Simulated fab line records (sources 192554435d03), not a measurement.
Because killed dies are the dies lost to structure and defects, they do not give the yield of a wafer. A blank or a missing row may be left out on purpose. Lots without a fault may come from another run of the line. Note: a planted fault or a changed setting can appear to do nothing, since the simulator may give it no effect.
Lot-split experiment / flow n5-finfet / 39 wafers read from 7 lots, route of 1938 steps

THE SPLIT
At N5_PASSIVATION_PASS_ETCH_47 (etches SiNx in CF4/O2, target depth 770 nm, time 385 s), the setting time-s was moved away from the recipe's 385 s on 9 of the 39 wafers read, by -32.1% to +17.2%. The other wafers ran this setting at the recipe's value.

The reading comes from the split's own step.

THE READING
etch.depth-nm (the simulator's own value, which no gauge read), in nm, at N5_PASSIVATION_PASS_ETCH_47 (etches SiNx in CF4/O2, target depth 770 nm, time 385 s). No usual value for it is given in the file. Average 768.8 nm, standard deviation 21 nm, over the 30 wafers here run with the recipe.

wafer=L076.1; tool, chamber at the split=rie-diel-03, 1; time-s as run, s=385; against the recipe=recipe; etch.depth-nm, nm=752.2; against lot-mates on the recipe=-
wafer=L076.2; tool, chamber at the split=rie-diel-03, 3; time-s as run, s=385; against the recipe=recipe; etch.depth-nm, nm=784.8; against lot-mates on the recipe=-
wafer=L076.3; tool, chamber at the split=rie-diel-03, 2; time-s as run, s=385; against the recipe=recipe; etch.depth-nm, nm=748.3; against lot-mates on the recipe=-
wafer=L076.4; tool, chamber at the split=rie-diel-03, 0; time-s as run, s=261.6; against the recipe=-32.1%; etch.depth-nm, nm=503.6; against lot-mates on the recipe=-258.2
wafer=L076.5; tool, chamber at the split=rie-diel-03, 3; time-s as run, s=261.6; against the recipe=-32.1%; etch.depth-nm, nm=530.8; against lot-mates on the recipe=-231.0
wafer=L076.6; tool, chamber at the split=rie-diel-03, 0; time-s as run, s=261.6; against the recipe=-32.1%; etch.depth-nm, nm=502.5; against lot-mates on the recipe=-259.3
wafer=L074.2; tool, chamber at the split=rie-diel-03, 3; time-s as run, s=385; against the recipe=recipe; etch.depth-nm, nm=779.1; against lot-mates on the recipe=-
wafer=L074.4; tool, chamber at the split=rie-diel-03, 2; time-s as run, s=385; against the recipe=recipe; etch.depth-nm, nm=751.6; against lot-mates on the recipe=-
wafer=L074.6; tool, chamber at the split=rie-diel-03, 3; time-s as run, s=385; against the recipe=recipe; etch.depth-nm, nm=783; against lot-mates on the recipe=-
wafer=L079.1; tool, chamber at the split=rie-diel-01, 1; time-s as run, s=385; against the recipe=recipe; etch.depth-nm, nm=744; against lot-mates on the recipe=-
wafer=L079.2; tool, chamber at the split=rie-diel-01, 2; time-s as run, s=385; against the recipe=recipe; etch.depth-nm, nm=803.9; against lot-mates on the recipe=-
wafer=L079.3; tool, chamber at the split=rie-diel-01, 0; time-s as run, s=385; against the recipe=recipe; etch.depth-nm, nm=766.3; against lot-mates on the recipe=-
wafer=L079.4; tool, chamber at the split=rie-diel-01, 3; time-s as run, s=385; against the recipe=recipe; etch.depth-nm, nm=813.8; against lot-mates on the recipe=-
wafer=L079.5; tool, chamber at the split=rie-diel-01, 1; time-s as run, s=385; against the recipe=recipe; etch.depth-nm, nm=753.3; against lot-mates on the recipe=-
wafer=L079.6; tool, chamber at the split=rie-diel-01, 0; time-s as run, s=385; against the recipe=recipe; etch.depth-nm, nm=770.3; against lot-mates on the recipe=-
wafer=L083.1; tool, chamber at the split=rie-diel-03, 3; time-s as run, s=385; against the recipe=recipe; etch.depth-nm, nm=792; against lot-mates on the recipe=-
wafer=L083.2; tool, chamber at the split=rie-diel-03, 1; time-s as run, s=385; against the recipe=recipe; etch.depth-nm, nm=764.9; against lot-mates on the recipe=-
wafer=L083.3; tool, chamber at the split=rie-diel-03, 0; time-s as run, s=385; against the recipe=recipe; etch.depth-nm, nm=745.7; against lot-mates on the recipe=-
wafer=L083.4; tool, chamber at the split=rie-diel-03, 2; time-s as run, s=385; against the recipe=recipe; etch.depth-nm, nm=753.8; against lot-mates on the recipe=-
wafer=L083.5; tool, chamber at the split=rie-diel-03, 2; time-s as run, s=385; against the recipe=recipe; etch.depth-nm, nm=752.3; against lot-mates on the recipe=-
wafer=L083.6; tool, chamber at the split=rie-diel-03, 1; time-s as run, s=385; against the recipe=recipe; etch.depth-nm, nm=762.7; against lot-mates on the recipe=-
wafer=L088.1; tool, chamber at the split=rie-diel-01, 3; time-s as run, s=385; against the recipe=recipe; etch.depth-nm, nm=809.6; against lot-mates on the recipe=-
wafer=L088.2; tool, chamber at the split=rie-diel-01, 2; time-s as run, s=385; against the recipe=recipe; etch.depth-nm, nm=791.1; against lot-mates on the recipe=-
wafer=L088.3; tool, chamber at the split=rie-diel-01, 0; time-s as run, s=385; against the recipe=recipe; etch.depth-nm, nm=766.8; against lot-mates on the recipe=-
wafer=L088.4; tool, chamber at the split=rie-diel-01, 1; time-s as run, s=385; against the recipe=recipe; etch.depth-nm, nm=781.5; against lot-mates on the recipe=-
wafer=L088.5; tool, chamber at the split=rie-diel-01, 2; time-s as run, s=385; against the recipe=recipe; etch.depth-nm, nm=797.1; against lot-mates on the recipe=-
wafer=L088.6; tool, chamber at the split=rie-diel-01, 1; time-s as run, s=385; against the recipe=recipe; etch.depth-nm, nm=775.3; against lot-mates on the recipe=-
wafer=L092.1; tool, chamber at the split=rie-diel-03, 2; time-s as run, s=385; against the recipe=recipe; etch.depth-nm, nm=741.1; against lot-mates on the recipe=-
wafer=L092.2; tool, chamber at the split=rie-diel-03, 1; time-s as run, s=451.2; against the recipe=+17.2%; etch.depth-nm, nm=879.9; against lot-mates on the recipe=+127.4
wafer=L092.3; tool, chamber at the split=rie-diel-03, 3; time-s as run, s=451.2; against the recipe=+17.2%; etch.depth-nm, nm=906.3; against lot-mates on the recipe=+153.8
wafer=L092.4; tool, chamber at the split=rie-diel-03, 0; time-s as run, s=385; against the recipe=recipe; etch.depth-nm, nm=739; against lot-mates on the recipe=-
wafer=L092.5; tool, chamber at the split=rie-diel-03, 0; time-s as run, s=451.2; against the recipe=+17.2%; etch.depth-nm, nm=862.7; against lot-mates on the recipe=+110.2
wafer=L092.6; tool, chamber at the split=rie-diel-03, 3; time-s as run, s=385; against the recipe=recipe; etch.depth-nm, nm=777.5; against lot-mates on the recipe=-
wafer=L093.1; tool, chamber at the split=rie-diel-03, 1; time-s as run, s=385; against the recipe=recipe; etch.depth-nm, nm=757.7; against lot-mates on the recipe=-
wafer=L093.2; tool, chamber at the split=rie-diel-03, 3; time-s as run, s=325.6; against the recipe=-15.4%; etch.depth-nm, nm=659.8; against lot-mates on the recipe=-94.7
wafer=L093.3; tool, chamber at the split=rie-diel-03, 2; time-s as run, s=385; against the recipe=recipe; etch.depth-nm, nm=752.4; against lot-mates on the recipe=-
wafer=L093.4; tool, chamber at the split=rie-diel-03, 1; time-s as run, s=385; against the recipe=recipe; etch.depth-nm, nm=753.5; against lot-mates on the recipe=-
wafer=L093.5; tool, chamber at the split=rie-diel-03, 2; time-s as run, s=325.6; against the recipe=-15.4%; etch.depth-nm, nm=634.2; against lot-mates on the recipe=-120.3
wafer=L093.6; tool, chamber at the split=rie-diel-03, 3; time-s as run, s=325.6; against the recipe=-15.4%; etch.depth-nm, nm=659.7; against lot-mates on the recipe=-94.8

FIT RESULTS
A straight line over all 39 wafers: etch.depth-nm changes by +7.64 nm for each +1% of time-s; r = +0.97; the points scatter about the line by 21 nm.
The same after taking each lot's own level away (the mean of its wafers on the recipe; 39 wafers): +7.59 nm for each +1%; r = +0.98; scatter 18 nm.
The reading moves by 2.4e+02 nm for the largest change in time-s, on that fit.
The span of the lots' own levels, 752.53 to 786.90 nm, comes to 1.7 times the standard deviation stated above.
The two slopes agree, so the slope changes little with the lot-to-lot level.
Check: with one of the wafers moved furthest among these (-32.1%) left out of the fit, the line predicts -238 nm for it against its lot-mates. It came out at -258 nm against them.

THE OTHER SPLITS THESE WAFERS WENT THROUGH
These wafers also went through other splits before the reading. Each is held against what the fit with the lots' levels taken away leaves over:
other split on the same wafers=N5_BEOL_M15_ILD_DEP_00 time-s; wafers away from the commonest value=12; r with etch.depth-nm (lot level and that fit taken away)=+0.21

THE FILE'S OWN FIT
etch.depth-nm changes by +7.58 nm for each +1% of time-s, r = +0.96.
